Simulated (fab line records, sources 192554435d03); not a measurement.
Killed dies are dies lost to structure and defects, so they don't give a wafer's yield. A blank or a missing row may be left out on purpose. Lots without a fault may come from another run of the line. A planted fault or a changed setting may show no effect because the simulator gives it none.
Chamber matching | flow n5_finfet | N5_FIN_SAQP_DESCUM_21 on rie_diel-06: 4 sister chambers
The step chemistry O2, time 7.9 s. 8 wafers are shown with their chamber, then 8 later ones without.

WAFERS WITH THEIR CHAMBER
wafer  | chamber | throttle_valve_pct (%) | showerhead_plenum_p_Torr (Torr)
L075.6 | 2       | 20.50                  | 2.06
L080.5 | 2       | 20.51                  | 2.05
L080.6 | 1       | 20.99                  | 2.17
L082.4 | 3       | 20.65                  | 2.08
L083.1 | 0       | 20.84                  | 2.06
L083.4 | 3       | 20.66                  | 2.08
L083.5 | 0       | 20.85                  | 2.06
L084.2 | 1       | 21.00                  | 2.17

WAFERS WITHOUT THEIR CHAMBER
wafer  | throttle_valve_pct (%) | showerhead_plenum_p_Torr (Torr)
L084.3 | 20.65                  | 2.08
L084.6 | 21.01                  | 2.17
L091.1 | 20.70                  | 2.07
L091.4 | 20.58                  | 2.06
L091.5 | 20.23                  | 2.04
L096.3 | 20.71                  | 2.07
L096.4 | 20.26                  | 2.04
L096.5 | 20.68                  | 2.16

WHICH CHAMBER EACH WENT THROUGH
wafer  | from the rows above     | in truth
L084.3 | 3                       | 3
L084.6 | 1                       | 1
L091.1 | 3                       | 3
L091.4 | can't be placed: 2 or 3 | 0
L091.5 | 2                       | 2
L096.3 | 3                       | 3
L096.4 | 2                       | 2
L096.5 | 3                       | 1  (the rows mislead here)
Placed correctly: 6 of 8. Can't be placed from these rows: 1 (the true chamber is among the candidates in 0). Placed wrongly: 1.
How it was worked out, from the rows above alone: a wafer's distance from a chamber is the root of the sum, over the readings, of the square of ((its reading less the chamber's mean) divided by the reading's scatter). The wafer belongs to the nearest chamber; if the next one is less than 2 further off, it can't be placed. A chamber's mean is the mean of its shown wafers. The scatter: the root of (the sum of the squares of (reading less its chamber's mean) over the shown wafers, divided by (wafers less chambers)).
